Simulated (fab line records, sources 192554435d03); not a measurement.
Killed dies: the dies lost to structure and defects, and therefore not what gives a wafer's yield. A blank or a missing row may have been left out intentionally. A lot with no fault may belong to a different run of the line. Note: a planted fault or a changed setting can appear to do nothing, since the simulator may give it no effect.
Matching of chambers ; flow n5_finfet ; pecvd-02 running N5_BEOL_M11_ILD_DEP_00: 3 sister chambers
The step deposits SiCOH lowk from DEMS/porogen, target thk 308.51 nm, time 58 s. 3 wafers are shown with their chamber, then 7 later ones without.

WAFERS PAIRED WITH THEIR CHAMBERS
wafer;chamber;throttle_valve_pct (%)
L081.4;2;13.3
L092.1;1;13.7
L092.2;0;14.4

WAFERS WITH NO CHAMBER GIVEN
wafer;throttle_valve_pct (%)
L092.3;13.5
L093.1;13.7
L093.2;13.5
L093.4;14.2
L095.3;14.3
L095.4;13.5
L095.5;14.3

EACH ONE'S CHAMBER
wafer;from the rows above;in truth
L092.3;can't be placed: 1 or 2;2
L093.1;1;1
L093.2;can't be placed: 1 or 2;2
L093.4;can't be placed: 0 or 1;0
L095.3;0;0
L095.4;can't be placed: 1 or 2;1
L095.5;0;0
Placed correctly: 3 of 7. Unplaceable from these rows: 4, with the true chamber sitting among the candidates in 4. Wrongly placed: 0.
How it was worked out, from the rows above alone: a wafer's distance from a chamber is the root of the sum, over the readings, of the square of ((its reading less the chamber's mean) divided by the reading's scatter). The wafer belongs to the nearest chamber; if the next one is less than 2 further off, it can't be placed. The mean given for a chamber averages the wafers shown for that chamber. The scatter: with one shown wafer a chamber, the root of the mean of the squares of how far each hidden wafer lies from its nearest shown one.
